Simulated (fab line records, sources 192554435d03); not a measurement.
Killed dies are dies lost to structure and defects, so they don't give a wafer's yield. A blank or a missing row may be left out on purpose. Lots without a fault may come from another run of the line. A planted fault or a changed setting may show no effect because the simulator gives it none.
Chamber matching | flow n5_finfet | N5_BEOL_M7_PECVD_70 on pecvd-04: 3 sister chambers
The step deposits SiO2 from TEOS/O2, target thk 20 nm, time 22.7 s. 3 wafers are shown with their chamber, then 7 later ones without.

WAFERS WITH THEIR CHAMBER
wafer  | chamber | showerhead_plenum_p_Torr (Torr)
L422.4 | 1       | 8.67
L435.1 | 2       | 8.86
L435.2 | 0       | 8.85

WAFERS WITHOUT THEIR CHAMBER
wafer  | showerhead_plenum_p_Torr (Torr)
L435.6 | 8.82
L436.1 | 8.69
L436.4 | 8.83
L436.6 | 8.69
L439.2 | 8.83
L439.4 | 8.68
L439.5 | 8.85

WHICH CHAMBER EACH WENT THROUGH
wafer  | from the rows above     | in truth
L435.6 | can't be placed: 0 or 2 | 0
L436.1 | 1                       | 1
L436.4 | can't be placed: 0 or 2 | 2
L436.6 | 1                       | 1
L439.2 | can't be placed: 0 or 2 | 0
L439.4 | 1                       | 1
L439.5 | can't be placed: 0 or 2 | 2
Placed correctly: 3 of 7. Can't be placed from these rows: 4 (the true chamber is among the candidates in 4). Placed wrongly: 0.
How it was worked out, from the rows above alone: a wafer's distance from a chamber is the root of the sum, over the readings, of the square of ((its reading less the chamber's mean) divided by the reading's scatter). The wafer belongs to the nearest chamber; if the next one is less than 2 further off, it can't be placed. A chamber's mean is the mean of its shown wafers. The scatter: with one shown wafer a chamber, the root of the mean of the squares of how far each hidden wafer lies from its nearest shown one.
